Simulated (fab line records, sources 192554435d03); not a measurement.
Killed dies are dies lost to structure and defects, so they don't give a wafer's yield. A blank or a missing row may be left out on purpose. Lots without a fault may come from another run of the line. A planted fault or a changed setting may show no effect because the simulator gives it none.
fab line records | flow n5_finfet | part 1 of 2: steps 1 to 21 of 28
record lots=5 wafers=15 last_day=17
route steps=1938 shown BEOL_M2@863
lots that met no fault: from a run of the same line without faults
start_h: hours from the record's first day to the start of the lot's first wafer shown | wait_h: hours since the lot's step before | " the same as in the row above | L1.1+2: a row that stands for several wafers | - no value, or no start given | * or withheld: withheld | < > ~ a bound
route shown NAME@n: a module of which the file shows steps, and the number in the route of the first | usual: mean/standard deviation of fault-free wafers | same: alike in all rows | chamber/n: place in a boat | sites: the reading at each site | _std_site: their standard deviation | _edge_site: outer sites' mean less inner sites' | radius_mm: how far each site lies from the wafer's centre | mask NAME#n: copy n | behind: the tool/chamber that last shaped the wafer | hold: why the lot was held/for how many hours/how that ended | device: the transistor (n, p or np) that didn't switch | end of line: the same wafers' tests at the end of the route | a step without rows: its recipe alone | killed: dies lost to structure and defects at the first sort, not the wafer's yield | map: a wafer's dies, x killed, . not, _ none there
set.NAME: the setting as run; set.NAME@STEP: as run at that earlier step | model.NAME: the simulator's own value behind a step, which no gauge read
lots at some steps of the route; a table a step, a row a wafer
services: from which hour (start_h, from the record's first day; less than 0 if before it) a tool's chamber was out of use, for how many hours, and why
## steps
# step N5_BEOL_M2_STRIP_66
# recipe chemistry=CF4 resist=SiARC power_w=300 bias_power_w=75 pressure_mtorr=50 cf4_flow_sccm=150 rf_frequency_hz=6e+07
# usual drypump_motor_current_A=6.0/0.51 oes_product_au=0.80/0.068 rf_vpp_V=270.8/1.5 showerhead_plenum_p_Torr=1.79/0.059 throttle_valve_pct=13.59/0.22
# columns lot.wafer tool chamber start_h wait_h drypump_motor_current_A oes_product_au rf_hours_counter_h rf_vpp_V showerhead_plenum_p_Torr throttle_valve_pct
L074.2 rie_diel-01 1 151.30 0.0 6.4 0.84 40 270.2 1.76 13.19
L074.3 " 2 " " 5.4 0.71 195 271.7 1.84 13.70
L074.5 " 2 " " 5.4 0.71 - 271.4 1.84 13.70
L080.1 rie_diel-03 3 171.91 0.0 5.6 0.69 232 273.0 1.84 14.13
L080.3 " 0 " " 6.0 0.83 69 270.0 1.76 13.60
L080.6 " 1 " " 6.4 0.85 - 270.6 1.82 13.32
L082.2 rie_diel-03 3 195.42 0.0 5.6 0.69 241 271.7 1.84 14.17
L082.5 " 0 " " 6.0 0.82 - 271.1 1.75 13.60
L082.6 " 3 " " 5.6 0.68 - 271.5 1.84 14.16
L083.1 rie_diel-01 2 201.82 0.0 5.4 0.70 212 271.7 1.84 13.75
L083.4 " 3 " " 5.1 0.74 170 266.7 1.64 13.49
L083.5 " 0 " " 6.2 0.76 - 270.4 1.73 13.72
L086.1 rie_diel-03 2 233.92 0.0 6.7 0.80 75 272.2 1.82 13.68
L086.3 " 0 " " 6.0 0.80 88 270.3 1.75 13.62
L086.6 " 2 " " 6.7 0.81 - 272.1 1.82 13.67
# step N5_BEOL_M2_HM_OPEN_17
# recipe chemistry=Cl2/BCl3 target_depth_a=200 overetch_a=60 target=TiN mask_material=SOC ion_energy_ev=150 pressure_mtorr=10 icp_w=1000 bias_w=126 Cl2_flow_sccm=53.25 bcl3_flow_sccm=21.75 Ar_flow_sccm=25
# usual drypump_motor_current_A=6.0/0.31 oes_product_au=0.65/0.07 throttle_valve_pct=22.20/0.24
# columns lot.wafer tool chamber start_h wait_h drypump_motor_current_A oes_product_au rf_hours_counter_h throttle_valve_pct
L074.2 rie_metal-03 1 151.34 0.0 6.0 0.55 109 22.22
L074.3 " 0 " " 6.2 0.74 - 22.12
L074.5 " 0 " " 6.3 0.73 - 22.09
L080.1 rie_metal-03 1 171.95 0.0 6.0 0.54 112 22.22
L080.3 " 0 " " 6.2 0.72 - 22.11
L080.6 " 0 " " 6.2 0.73 - 22.09
L082.2 rie_metal-01 0 195.46 0.0 6.0 0.66 43 22.03
L082.5 " 1 " " 6.0 0.64 - 22.58
L082.6 " 0 " " 6.0 0.66 - 22.02
L083.1 rie_metal-01 0 201.86 0.0 5.9 0.67 43 22.01
L083.4 " 1 " " 6.0 0.65 - 22.59
L083.5 " 1 " " 6.0 0.66 - 22.60
L086.1 rie_metal-03 1 233.96 0.0 6.0 0.53 117 22.24
L086.3 " 0 " " 6.3 0.70 - 22.13
L086.6 " 1 " " 6.0 0.54 - 22.23
# step N5_BEOL_M2_STRIP_19
# recipe chemistry=O2 power_w=400 temp_c=40 pressure_mtorr=30 rf_frequency_hz=6e+07 bias_power_w=0 overash_fraction=0.2 o2_flow_sccm=225
# usual drypump_motor_current_A=6.0/0.5 oes_product_au=0.81/0.075 rf_vpp_V=3.6/0.49 showerhead_plenum_p_Torr=2.08/0.071 temp_c=39.99/0.1 throttle_valve_pct=16.65/0.22
# columns lot.wafer tool chamber start_h wait_h drypump_motor_current_A oes_product_au rf_hours_counter_h rf_vpp_V showerhead_plenum_p_Torr temp_c throttle_valve_pct
L074.2 rie_diel-03 2 151.46 0.1 6.7 0.85 49 3.2 2.13 39.90 16.74
L074.3 " 3 " " 5.6 0.70 225 3.1 2.16 39.97 17.19
L074.5 " 2 " " 6.7 0.86 - 3.2 2.13 39.75 16.74
L080.1 rie_diel-05 1 172.06 0.1 6.2 0.95 16 4.0 2.05 39.88 16.45
L080.3 " 2 " " 5.6 0.75 190 3.9 2.18 40.02 16.87
L080.6 " 3 " " 5.5 0.95 - 3.4 2.06 40.00 16.25
L082.2 rie_diel-03 3 195.58 0.1 5.6 0.69 241 3.2 2.16 40.04 17.24
L082.5 " 3 " " 5.6 0.68 - 2.9 2.16 40.14 17.24
L082.6 " 0 " " 6.0 0.84 - 3.1 2.02 40.06 16.61
L083.1 rie_diel-01 2 201.97 0.1 5.4 0.70 212 2.9 2.15 39.93 16.77
L083.4 " 3 " " 5.1 0.75 170 2.9 1.92 39.99 16.56
L083.5 " 1 " " 6.5 0.84 - 3.8 2.05 39.93 16.34
L086.1 rie_diel-03 0 234.08 0.1 6.0 0.82 88 3.9 2.02 40.26 16.63
L086.3 " 1 " " 6.5 0.82 60 3.7 2.13 39.96 16.47
L086.6 " 2 " " 6.7 0.81 - 3.5 2.12 39.93 16.79
# step N5_BEOL_M2_CD_MEAS_18
# recipe pitch_nm=36 target_cd_nm=18
# usual cd_nm=17.9/0.33
# columns lot.wafer tool chamber start_h wait_h cd_nm
L074.2 cd_sem-01 - 151.53 0.1 18.1
L074.3 " - " " 17.9
L074.5 " - " " 17.9
L080.1 cd_sem-02 - 172.13 0.0 17.8
L080.3 " - " " 17.5
L080.6 " - " " 18.2
L082.2 cd_sem-02 - 195.65 0.1 17.5
L082.5 " - " " 17.2
L082.6 " - " " 17.2
L083.1 cd_sem-02 - 202.04 0.0 17.8
L083.4 " - " " 18.4
L083.5 " - " " 17.9
L086.1 cd_sem-02 - 234.15 0.0 17.6
L086.3 " - " " 18.1
L086.6 " - " " 17.8
# step N5_BEOL_M2_COAT_67
# recipe resist=SOC temp_c=250 time_s=60 spin_rpm=1500 resist_thk_nm=60
# columns lot.wafer tool chamber start_h wait_h
L074.2+3+5 litho_track-05 0 151.56 0.0
L080.1+3+6 litho_track-01 0 172.16 0.0
L082.2+5+6 litho_track-05 0 195.68 0.0
L083.1+4+5 litho_track-01 0 202.08 0.0
L086.1+3+6 litho_track-02 0 234.18 0.0
# step N5_BEOL_M2_COAT_68
# recipe resist=SiARC temp_c=220 time_s=60 spin_rpm=1500 resist_thk_nm=12
# columns lot.wafer tool chamber start_h wait_h
L074.2+3+5 litho_track-05 0 - -
L080.1+3+6 litho_track-01 0 - -
L082.2+5+6 litho_track-05 0 - -
L083.1+4+5 litho_track-01 0 - -
L086.1+3+6 litho_track-02 0 - -
# step N5_BEOL_M2_COAT_76
# recipe resist=underlayer temp_c=205 time_s=60 spin_rpm=1500 resist_thk_nm=5
# columns lot.wafer tool chamber start_h wait_h
L074.2+3+5 litho_track-05 0 - -
L080.1+3+6 litho_track-01 0 - -
L082.2+5+6 litho_track-05 0 - -
L083.1+4+5 litho_track-01 0 - -
L086.1+3+6 litho_track-02 0 - -
# step N5_BEOL_M2_COAT_22
# recipe resist=CAR-EUV spin_rpm=1500 resist_thk_nm=30
# columns lot.wafer tool chamber start_h wait_h
L074.2+3+5 litho_track-05 0 - -
L080.1+3+6 litho_track-01 0 - -
L082.2+5+6 litho_track-05 0 - -
L083.1+4+5 litho_track-01 0 - -
L086.1+3+6 litho_track-02 0 - -
# step N5_BEOL_M2_EBR_24
# recipe solvent=PGMEA ebr_width_mm=1.5
# columns lot.wafer tool chamber start_h wait_h
L074.2+3+5 litho_track-05 0 - -
L080.1+3+6 litho_track-01 0 - -
L082.2+5+6 litho_track-05 0 - -
L083.1+4+5 litho_track-01 0 - -
L086.1+3+6 litho_track-02 0 - -
# step N5_BEOL_M2_SOFTBAKE_23
# recipe temp_c=110 time_s=60 resist=CAR-EUV
# columns lot.wafer tool chamber start_h wait_h
L074.2+3+5 litho_track-05 0 - -
L080.1+3+6 litho_track-01 0 - -
L082.2+5+6 litho_track-05 0 - -
L083.1+4+5 litho_track-01 0 - -
L086.1+3+6 litho_track-02 0 - -
# step N5_BEOL_M2_EXPOSE_25
# recipe mask_id=V1 na=0.33 source_shape=quasar sigma_inner=0.2 sigma_outer=0.8 polarization=unpolarized defocus_nm=5 dose_mj=63
# columns lot.wafer tool chamber start_h wait_h mask
L074.2+3+5 euv_scanner-02 0 151.96 - V1#0
L080.1+3+6 euv_scanner-01 0 172.43 - V1#0
L082.2+5+6 euv_scanner-02 0 195.87 - V1#0
L083.1+4+5 euv_scanner-02 0 202.21 - V1#0
L086.1+3+6 euv_scanner-02 0 234.44 - V1#0
# step N5_BEOL_M2_PEB_26
# recipe peb_temp_c=100 peb_time_s=60 resist=CAR-EUV
# columns lot.wafer tool chamber start_h wait_h
L074.2+3+5 litho_track-02 0 152.03 0.1
L080.1+3+6 litho_track-02 0 172.50 0.1
L082.2+5+6 litho_track-05 0 195.94 0.1
L083.1+4+5 litho_track-02 0 202.29 0.1
L086.1+3+6 litho_track-02 0 234.52 0.1
# step N5_BEOL_M2_DEVELOP_27
# recipe develop_time_s=30 developer=TMAH resist=CAR-EUV rinse_liquid=surfactant_rinse dry=air_spin dev_temp_c=23
# same develop_time_s=30
# columns lot.wafer tool chamber start_h wait_h
L074.2+3+5 litho_track-02 0 - -
L080.1+3+6 litho_track-02 0 - -
L082.2+5+6 litho_track-05 0 - -
L083.1+4+5 litho_track-02 0 - -
L086.1+3+6 litho_track-02 0 - -
# step N5_BEOL_M2_CD_MEAS_28
# recipe target_cd_nm=26.2 landing_energy_ev=500 detector=se_inlens target_cd_y_nm=24.1 polarity=opening
# usual cd_nm=26.26/0.24
# columns lot.wafer tool chamber start_h wait_h cd_nm
L074.2 cd_sem-02 0 152.10 - 26.51
L074.3 " 0 " " 26.45
L074.5 " 0 " " 26.21
L080.1 cd_sem-01 0 172.57 - 26.05
L080.3 " 0 " " 26.20
L080.6 " 0 " " 26.12
L082.2 cd_sem-03 0 196.00 - 26.45
L082.5 " 0 " " 26.04
L082.6 " 0 " " 25.87
L083.1 cd_sem-02 0 202.36 - 26.32
L083.4 " 0 " " 26.20
L083.5 " 0 " " 26.26
L086.1 cd_sem-03 0 234.59 - 25.82
L086.3 " 0 " " 25.92
L086.6 " 0 " " 26.22
# step N5_BEOL_M2_OVL_MEAS_29
# recipe points_per_wafer=522
# usual V1_OVL=0.0/0.66
# columns lot.wafer tool chamber start_h wait_h V1_OVL[nm]
L074.2 overlay-01 0 152.13 0.0 0.0
L074.3 " 0 " " -0.6
L074.5 " 0 " " -0.7
L080.1 overlay-01 0 172.60 0.0 -0.3
L080.3 " 0 " " 0.2
L080.6 " 0 " " 0.3
L082.2 overlay-02 0 196.04 0.0 -1.1
L082.5 " 0 " " -0.2
L082.6 " 0 " " -0.8
L083.1 overlay-02 0 202.39 0.0 -0.4
L083.4 " 0 " " 0.0
L083.5 " 0 " " 0.9
L086.1 overlay-02 0 234.62 0.0 0.2
L086.3 " 0 " " 0.1
L086.6 " 0 " " -0.7
# step N5_BEOL_M2_INSPECT_30
# recipe mode=adi inspect_instrument=brightfield
# usual raw_defect_count=410/94
# columns lot.wafer tool chamber start_h wait_h raw_defect_count
L074.2 defect_inspect-01 - 152.18 0.0 395
L074.3 " - " " 375
L074.5 " - " " 406
L080.1 defect_inspect-01 - 172.66 0.1 270
L080.3 " - " " 345
L080.6 " - " " 240
L082.2 defect_inspect-02 - 196.09 0.0 450
L082.5 " - " " 477
L082.6 " - " " 295
L083.1 defect_inspect-02 - 202.45 0.1 398
L083.4 " - " " 430
L083.5 " - " " 495
L086.1 defect_inspect-02 - 234.68 0.1 473
L086.3 " - " " 420
L086.6 " - " " 477
# step N5_BEOL_M2_DESCUM_33
# recipe chemistry=O2 time_s=7 source_power_w=50 bias_power_w=20 pressure_mtorr=20 rf_frequency_hz=2.712e+07 temp_c=40 resist=CAR-EUV o2_flow_sccm=225
# usual drypump_motor_current_A=6.0/0.5 oes_product_au=0.82/0.071 rf_vpp_V=243.1/1.3 showerhead_plenum_p_Torr=2.09/0.066 temp_c=40.01/0.1 throttle_valve_pct=20.37/0.21
# columns lot.wafer tool chamber start_h wait_h drypump_motor_current_A oes_product_au rf_hours_counter_h rf_vpp_V showerhead_plenum_p_Torr temp_c throttle_valve_pct
L074.2 rie_diel-05 0 152.55 0.4 5.3 0.86 47 244.1 2.11 39.99 20.16
L074.3 " 1 " " 6.2 0.98 8 243.1 2.05 39.94 20.18
L074.5 " 2 " " 5.6 0.75 - 243.7 2.18 40.09 20.59
L080.1 rie_diel-01 1 172.72 0.1 6.5 0.85 49 241.7 2.05 40.15 20.09
L080.3 " 0 " " 6.2 0.78 142 241.7 2.01 40.07 20.57
L080.6 " 2 " " 5.4 0.70 - 243.5 2.15 39.85 20.45
L082.2 rie_diel-03 0 196.13 0.0 6.0 0.84 77 241.8 2.02 40.13 20.38
L082.5 " 1 " " 6.5 0.84 - 243.6 2.13 40.13 20.22
L082.6 " 0 " " 6.0 0.83 - 243.6 2.02 40.16 20.40
L083.1 rie_diel-03 0 202.48 0.0 6.0 0.83 79 241.8 2.02 39.95 20.39
L083.4 " 3 " " 5.6 0.68 243 243.6 2.15 39.98 20.99
L083.5 " 2 " " 6.7 0.83 - 243.1 2.12 40.01 20.54
L086.1 rie_diel-03 1 234.71 0.0 6.5 0.83 60 244.9 2.13 39.97 20.25
L086.3 " 0 " " 6.0 0.81 88 240.6 2.01 40.08 20.40
L086.6 " 0 " " 6.0 0.82 - 243.0 2.01 40.14 20.39
# step N5_BEOL_M2_ETCH_77
# recipe chemistry=N2/H2 target=underlayer target_depth_a=65 mask_material=CAR-EUV time_s=5.2 ion_energy_ev=200 pressure_mtorr=30 source_w=840 bias_w=150 n2_flow_sccm=200 h2_flow_sccm=200 ends=cleared
# usual drypump_motor_current_A=6.0/0.5 etch_rf_on_time_s=5.16/0.11 oes_product_au=0.70/0.057 rf_vpp_V=523.7/2.5 showerhead_plenum_p_Torr=2.54/0.082 throttle_valve_pct=17.80/0.22
# columns lot.wafer tool chamber start_h wait_h drypump_motor_current_A etch_rf_on_time_s oes_product_au rf_hours_counter_h rf_vpp_V showerhead_plenum_p_Torr throttle_valve_pct
L074.2 rie_diel-05 0 152.58 0.0 5.4 5.16 0.73 47 526.5 2.58 17.67
L074.3 " 1 " " 6.2 5.20 0.80 8 524.0 2.48 17.55
L074.5 " 2 " " 5.6 5.00 0.65 - 526.3 2.64 18.00
L080.1 rie_diel-01 1 172.76 0.0 6.5 4.99 0.72 49 524.5 2.50 17.62
L080.3 " 0 " " 6.2 5.30 0.66 142 520.9 2.43 17.83
L080.6 " 2 " " 5.4 5.19 0.60 - 526.8 2.62 17.98
L082.2 rie_diel-03 0 196.16 0.0 6.0 5.17 0.71 77 521.3 2.47 18.02
L082.5 " 1 " " 6.4 5.33 0.71 - 524.5 2.59 17.61
L082.6 " 0 " " 6.0 5.19 0.71 - 522.4 2.47 18.01
L083.1 rie_diel-03 0 202.52 0.0 6.0 5.23 0.70 79 520.6 2.47 18.03
L083.4 " 3 " " 5.6 5.19 0.57 243 526.3 2.61 18.43
L083.5 " 2 " " 6.7 5.02 0.71 - 526.2 2.58 17.87
L086.1 rie_diel-03 1 234.75 0.0 6.5 5.30 0.71 60 523.8 2.58 17.63
L086.3 " 0 " " 6.0 5.22 0.68 88 521.6 2.47 18.06
L086.6 " 0 " " 6.0 5.25 0.69 - 520.5 2.47 18.05
# step N5_BEOL_M2_ETCH_69
# recipe chemistry=CF4 target=SiARC target_depth_a=156 mask_material=CAR-EUV time_s=26 ion_energy_ev=80 pressure_mtorr=40 source_w=545 bias_w=36 Ar_flow_sccm=100 cf4_flow_sccm=100 ends=cleared
# usual drypump_motor_current_A=6.0/0.5 etch_rf_on_time_s=25.8/0.64 oes_product_au=0.70/0.057 rf_vpp_V=184.0/1.1 showerhead_plenum_p_Torr=2.14/0.065 throttle_valve_pct=15.59/0.21
# columns lot.wafer tool chamber start_h wait_h drypump_motor_current_A etch_rf_on_time_s oes_product_au rf_hours_counter_h rf_vpp_V showerhead_plenum_p_Torr throttle_valve_pct
L074.2 rie_diel-05 0 152.60 0.0 5.3 25.8 0.73 47 184.3 2.19 15.53
L074.3 " 1 " " 6.2 26.2 0.81 8 185.0 2.11 15.39
L074.5 " 2 " " 5.6 24.6 0.67 - 185.5 2.22 15.79
L080.1 rie_diel-01 1 172.77 0.0 6.5 24.8 0.73 49 183.2 2.10 15.25
L080.3 " 0 " " 6.2 26.8 0.65 142 182.3 2.06 15.72
L080.6 " 2 " " 5.4 26.3 0.60 - 186.2 2.20 15.73
L082.2 rie_diel-03 0 196.18 0.0 6.0 26.1 0.70 77 184.1 2.09 15.63
L082.5 " 1 " " 6.5 26.5 0.72 - 184.2 2.17 15.38
L082.6 " 0 " " 6.0 26.2 0.70 - 182.9 2.09 15.65
L083.1 rie_diel-03 0 202.53 0.0 6.0 25.9 0.70 79 183.4 2.09 15.66
L083.4 " 3 " " 5.6 26.2 0.58 243 183.9 2.20 16.21
L083.5 " 2 " " 6.7 25.0 0.73 - 184.0 2.18 15.72
L086.1 rie_diel-03 1 234.76 0.0 6.4 26.4 0.71 60 184.1 2.17 15.39
L086.3 " 0 " " 6.0 26.6 0.69 88 183.0 2.08 15.65
L086.6 " 0 " " 6.0 26.0 0.69 - 183.9 2.08 15.68
# step N5_BEOL_M2_ALD_98
# recipe material=SiO2 target_thk_a=25 temp_c=100 ald_precursor_family=BDEAS ald_co_reactant=O2-plasma pulse_time_s=1 co_reactant_pulse_time_s=1 purge_time_s=2 co_reactant_purge_time_s=2 ald_cycles=17 pressure_torr=2
# usual heater_power_w=77/7.5 precursor_pulse_height_rel=1.000/0.02
# same ald_cycles=17 purge_time_s=2
# columns lot.wafer tool chamber start_h wait_h heater_power_w precursor_pulse_height_rel
L074.2 ald_sin-01 2 152.68 0.1 81 1.033
L074.3 " 3 " " 68 1.045
L074.5 " 0 " " 71 1.009
L080.1 ald_sin-04 3 172.86 0.1 87 0.986
L080.3 " 1 " " 64 0.999
L080.6 " 2 " " 82 1.006
L082.2 ald_sin-03 1 196.26 0.1 76 0.962
L082.5 " 0 " " 87 0.971
L082.6 " 2 " " 79 0.988
L083.1 ald_sin-04 1 202.95 0.4 66 0.991
L083.4 " 0 " " 72 1.005
L083.5 " 1 " " 64 1.000
L086.1 ald_sin-01 1 235.26 0.5 86 0.996
L086.3 " 3 " " 68 0.991
L086.6 " 3 " " 68 0.949
# step N5_BEOL_M2_ETCHBACK_99
# recipe chemistry=CHF3 target=SiO2 target_depth_a=50 time_s=10.4 source_w=215 bias_w=47 Ar_flow_sccm=200 CHF3_flow_sccm=12 ion_energy_ev=100 pressure_mtorr=30
# usual drypump_motor_current_A=5.9/0.47 oes_f_703_au=0.82/0.071 oes_product_au=0.81/0.074 rf_vpp_V=239/4.3 showerhead_plenum_p_Torr=2.14/0.076 throttle_valve_pct=17.04/0.21
# columns lot.wafer tool chamber start_h wait_h drypump_motor_current_A oes_f_703_au oes_product_au rf_hours_counter_h rf_vpp_V showerhead_plenum_p_Torr throttle_valve_pct
L074.2 rie_diel-03 3 154.64 1.9 5.6 0.70 0.69 227 246 2.22 17.62
L074.3 " 0 " " 6.0 0.84 0.83 63 240 2.10 17.06
L074.5 " 1 " " 6.5 0.89 0.87 - 236 2.19 16.83
L080.1 rie_diel-01 2 177.55 4.6 5.4 0.71 0.71 204 246 2.23 17.23
L080.3 " 0 " " 6.2 0.76 0.76 144 234 2.06 17.18
L080.6 " 1 " " 6.5 0.86 0.84 - 236 2.10 16.68
L082.2 rie_diel-01 1 213.29 17.0 6.4 0.84 0.84 60 233 2.10 16.70
L082.5 " 2 " " 5.4 0.70 0.70 - 246 2.22 17.24
L082.6 " 3 " " 5.1 0.77 0.74 - 239 1.96 16.89
L083.1 rie_diel-03 1 213.39 10.4 6.5 0.87 0.84 53 234 2.19 16.85
L083.4 " 2 " " 6.8 0.86 0.83 68 234 2.20 17.26
L083.5 " 0 " " 6.0 0.82 0.81 - 239 2.09 17.10
L086.1 rie_diel-05 1 262.40 27.1 6.2 0.87 0.88 42 240 2.10 16.93
L086.3 " 2 " " 5.7 0.76 0.74 216 241 2.21 17.22
L086.6 " 0 " " 5.3 0.82 0.82 - 235 2.20 17.11
